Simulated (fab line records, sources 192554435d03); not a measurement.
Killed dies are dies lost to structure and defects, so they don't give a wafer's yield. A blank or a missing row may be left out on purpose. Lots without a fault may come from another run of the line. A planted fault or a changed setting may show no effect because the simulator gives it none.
Split-lot experiment | flow n5_finfet | 7 lots, 39 wafers read, on a route of 1938 steps

THE SPLIT
At N5_FIN_SAQP_PECVD_06 (deposits a-Si from SiH4/He, target thk 60 nm, time 48.1 s), the setting time_s was moved away from the recipe's 48.1 s on 15 of the 39 wafers read, by -57.2% to +27.4%. The other wafers ran this setting at the recipe's value.

FROM THE SPLIT TO THE READING: what the file shows between them, 5 steps
- N5_FIN_SAQP_THK_MEAS_07
- N5_FIN_SAQP_HM_DEP_72: deposits SiO2 from SiH4/N2O, target thk 12 nm, time 7.2 s
- N5_FIN_SAQP_COAT_49: time 60 s, resist thk 100 nm
- N5_FIN_SAQP_HM_OPEN_73: chemistry CHF3/O2, target SiO2, stops on a-Si, target depth 12 nm, time 16.8 s
- N5_FIN_SAQP_STRIP_74: strips in CHF3/O2

THE READING
oes_product_au, in a.u., at N5_FIN_SAQP_MANDREL_ETCH_22 (etches a-Si in HBr/Cl2, stops on SiNx, target depth 60 nm, bt time 10 s, time 30 s). Fault-free wafers of this fab line usually give 0.766 a.u., standard deviation 0.014 a.u..

wafer  | tool, chamber at the split | time_s as run, s | against the recipe | oes_product_au, a.u. | against lot-mates on the recipe
L076.1 | pecvd-01, 0                | 48.1             | recipe             | 0.768                | -
L076.2 | pecvd-01, 1                | 48.1             | recipe             | 0.790                | -
L076.3 | pecvd-01, 2                | 48.1             | recipe             | 0.770                | -
L076.4 | pecvd-01, 0                | 48.1             | recipe             | 0.774                | -
L076.5 | pecvd-01, 1                | 48.1             | recipe             | 0.802                | -
L076.6 | pecvd-01, 2                | 48.1             | recipe             | 0.769                | -
L078.1 | pecvd-01, 1                | 26.43            | -45.1%             | 0.553                | -0.216
L078.2 | pecvd-01, 2                | 48.1             | recipe             | 0.767                | -
L078.3 | pecvd-01, 0                | 26.43            | -45.1%             | 0.559                | -0.210
L078.4 | pecvd-01, 0                | 26.43            | -45.1%             | 0.557                | -0.212
L078.5 | pecvd-01, 2                | 48.1             | recipe             | 0.768                | -
L078.6 | pecvd-01, 1                | 48.1             | recipe             | 0.772                | -
L085.1 | pecvd-01, 0                | 30.01            | -37.6%             | 0.595                | -0.173
L085.2 | pecvd-01, 1                | 30.01            | -37.6%             | 0.611                | -0.157
L085.3 | pecvd-01, 2                | 48.1             | recipe             | 0.768                | -
L085.4 | pecvd-01, 0                | 48.1             | recipe             | 0.764                | -
L085.5 | pecvd-01, 2                | 30.01            | -37.6%             | 0.593                | -0.175
L085.6 | pecvd-01, 1                | 48.1             | recipe             | 0.771                | -
L089.1 | pecvd-02, 1                | 61.3             | +27.4%             | 0.855                | +0.098
L089.2 | pecvd-02, 0                | 48.1             | recipe             | 0.739                | -
L089.3 | pecvd-02, 2                | 48.1             | recipe             | 0.749                | -
L089.4 | pecvd-02, 0                | 48.1             | recipe             | 0.783                | -
L089.5 | pecvd-02, 2                | 61.3             | +27.4%             | 0.866                | +0.109
L089.6 | pecvd-02, 1                | 61.3             | +27.4%             | 0.884                | +0.127
L093.1 | pecvd-03, 0                | 48.1             | recipe             | 0.758                | -
L093.2 | pecvd-03, 1                | 25.6             | -46.8%             | 0.553                | -0.215
L093.3 | pecvd-03, 2                | 25.6             | -46.8%             | 0.547                | -0.221
L093.4 | pecvd-03, 0                | 25.6             | -46.8%             | 0.550                | -0.218
L093.5 | pecvd-03, 1                | 48.1             | recipe             | 0.765                | -
L093.6 | pecvd-03, 2                | 48.1             | recipe             | 0.780                | -
L094.1 | pecvd-01, 1                | 20.58            | -57.2%             | 0.482                | -0.281
L094.2 | pecvd-01, 0                | 48.1             | recipe             | 0.749                | -
L094.3 | pecvd-01, 2                | 48.1             | recipe             | 0.778                | -
L094.4 | pecvd-01, 2                | 48.1             | recipe             | 0.761                | -
L094.5 | pecvd-01, 1                | 20.58            | -57.2%             | 0.499                | -0.264
L094.6 | pecvd-01, 0                | 20.58            | -57.2%             | 0.512                | -0.251
L096.1 | pecvd-01, 0                | 48.1             | recipe             | 0.759                | -
L096.2 | pecvd-01, 1                | 48.1             | recipe             | 0.745                | -
L096.5 | pecvd-01, 2                | 48.1             | recipe             | 0.767                | -

THE FIT
A straight line over all 39 wafers: oes_product_au changes by +0.00452 a.u. for each +1% of time_s; r = +0.99; the points scatter about the line by 0.014 a.u..
The same after taking each lot's own level away (the mean of its wafers on the recipe; 39 wafers): +0.00455 a.u. for each +1%; r = +0.99; scatter 0.011 a.u..
On that fit, the largest move of time_s shifts the reading by 0.26 a.u..
The lots' own levels span 0.7570 to 0.7788 a.u., that is 1.6 times the standard deviation above.
So the lot-to-lot level changes the slope little: the two slopes agree.
Check: with one of the wafers moved furthest among these (-57.2%) left out of the fit, the line predicts -0.26 a.u. for it against its lot-mates. It came out at -0.281 a.u. against them.

THE WHOLE CHAIN: every reading that the file lists as answering this split, in the file's order
step                        | what it does                                                                       | reading                                                                           | change (the file's fit)                   | r (the file's)
N5_FIN_SAQP_PECVD_06        | deposits a-Si from SiH4/He, target thk 60 nm, time 48.1 s                          | a-Si_of_FIN_SAQP_PECVD_06.thk_nm (the simulator's own value, which no gauge read) | +0.613 nm for each +1% of the setting     | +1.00
N5_FIN_SAQP_THK_MEAS_07     |                                                                                    | thk_nm                                                                            | withheld for each +1% of the setting      | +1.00
N5_FIN_SAQP_MANDREL_ETCH_22 | etches a-Si in HBr/Cl2, stops on SiNx, target depth 60 nm, bt time 10 s, time 30 s | oes_product_au                                                                    | +0.00459 a.u. for each +1% of the setting | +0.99
N5_FIN_SAQP_MANDREL_ETCH_22 | etches a-Si in HBr/Cl2, stops on SiNx, target depth 60 nm, bt time 10 s, time 30 s | etch.depth_nm (the simulator's own value, which no gauge read)                    | +0.613 nm for each +1% of the setting     | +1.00

THE FILE'S OWN FIT
oes_product_au changes by +0.00459 a.u. for each +1% of time_s, r = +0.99.
